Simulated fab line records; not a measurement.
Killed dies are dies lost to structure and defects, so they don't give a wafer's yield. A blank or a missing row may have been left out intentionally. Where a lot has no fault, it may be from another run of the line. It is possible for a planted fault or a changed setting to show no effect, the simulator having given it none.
Comparing a struck lot with a sound one ; flow nand harc ; 17 steps out of a route of 1302
Sound: wafers L369.1, L369.2, L369.6. Struck: wafer L377.2. (L377.1, L377.6 of the same lot were not struck and are left out.) The cause comes at the end.
Per side, at each step with rows, come the tool, then ch with its chambers, and then its first start. Under that, the readings that differ: sound wafers ; struck wafers ; difference of the means ; sigmas: that difference in standard deviations of wafers without a fault.
alike: readings whose means differ by less than 2 such deviations, and words and numbers that are the same on both sides. not compared: withheld readings, readings that some wafer has no value for, bounds like >300 that may hide the same value, and numbers for which the record gives no deviation and whose values overlap.
A row with sigmas, a row that says differs or no value, or rows on one side alone: a step with any of these is where the two part. When numbers do not overlap yet have no deviation, they are printed without sigmas and do not part them. Lack of a reading on every wafer of one side parts them only where that side has two or more wafers.

NHARC_P_M1_INSPECT_11:
  sound on defect inspect-02 at day 7 05:53; struck on defect inspect-01 at day 10 06:27
  alike: raw defect count
then, 1 step without rows for these wafers: NHARC_P_M1_DESCUM_14 (chemistry O2, time 3 s).
NHARC_P_M1_ETCH_35: etches the open film in N2/H2, target depth 40 nm, overetch 12 nm, time 43.94 s.
  sound on rie diel-11 ch 1,3, day 7 06:02; struck on rie diel-09 ch 3, day 10 06:36
  alike: drypump motor current A, mfc ar sccm, oes product au, rf vpp V, showerhead plenum p Torr, throttle valve pct
  not compared: rf hours counter h
NHARC_P_M1_ETCH_15: etches the open film in C4F8/Ar, target depth 182.5 nm, time 91.2 s.
  sound on rie diel-11 ch 0,1; struck on rie diel-09 ch 1
  alike: oes product au, rf vpp V
  not compared: rf hours counter h
NHARC_P_M1_CD_MEAS_16:
  sound on cd sem-01 at day 7 06:15; struck on cd sem-02 at day 10 06:49
  alike: cd nm
NHARC_P_M1_STRIP_18: strips in N2/H2.
  sound on rie diel-11 ch 1,2, day 7 06:20; struck on rie diel-11 ch 2, day 10 06:55
  alike: drypump motor current A, mfc ar sccm, oes product au, rf vpp V, showerhead plenum p Torr, throttle valve pct
  not compared: rf hours counter h
NHARC_P_M1_ETCH_28: etches the open film in CF4/N2, target depth 30 nm, time 72.99 s.
  sound on rie diel-11 ch 0,2,3; struck on rie diel-11 ch 3
  alike: cf4 flow sccm, drypump motor current A, mfc ar sccm, oes product au, rf vpp V, showerhead plenum p Torr, throttle valve pct
  not compared: rf hours counter h
then, 5 steps without rows for these wafers: NHARC_P_M1_STRIP_19 (strips in post etch residue remover, time 600 s); NHARC_P_M1_DEGAS_29 (time 60 s); NHARC_P_M1_PRE_CLEAN_30 (time 30 s); NHARC_P_M1_PVD_20 (deposits TaN, target thk 5 nm, time 8.06 s); NHARC_P_M1_PVD_21 (deposits Cu, target thk 30 nm, time 20.49 s).
NHARC_P_M1_ECD_22: material Cu, target thk 400 nm.
  sound on ecd cu-01 ch 0,1, day 7 07:19; struck on ecd cu-01 ch 0,1, day 10 07:53
NHARC_P_M1_ANNEAL_31: time 90 s.
  sound on rtp anneal-01 ch 0, day 7 07:42; struck on rtp anneal-01 ch 0, day 10 08:17
  alike: anneal temp c, wafer_temp_C_max
NHARC_P_M1_CMP_23: polishes, t overpolish 20 s, target thk 157.82 nm.
  sound on cmp-02 ch 1,2,3, day 7 08:04; struck on cmp-02 ch 3, day 10 08:37
reading;sound;struck;difference;sigmas
time to endpoint s (s);28 34 27;17;-13;-4
  alike: motor current A
NHARC_P_M1_THK_MEAS_24: measures by xrf.
  sound on film metro-02 at day 7 08:22; struck on film metro-01 at day 10 08:56
  alike: thk nm
-- the record jumps here: 18 days lie between the struck wafers' starts before and after (it left off in module P_M1 and takes up again in module END, whose first step shown is number 1302 of the route) --
NHARC_END_SORT_01:
  sound on prober-02 ch 0, day 26 02:18; struck on prober-02 ch 0, day 28 16:07
reading;sound;struck;difference;sigmas
sort_bin_4_pct (%);4.4 4.1 1.9;7.2;+3.7;+2
  alike: defect limited yield, killed at array, killed at other, killed at periphery, killed dies, killed open, killed short, sort_bin_2_pct, sort_bin_3_pct, sort n pass, sort rim yield pct, sort yield pct

## WHERE THEY PART
At NHARC_P_M1_CMP_23 first; at NHARC_END_SORT_01 last (within this record only).

WHY: whatever the simulator had introduced
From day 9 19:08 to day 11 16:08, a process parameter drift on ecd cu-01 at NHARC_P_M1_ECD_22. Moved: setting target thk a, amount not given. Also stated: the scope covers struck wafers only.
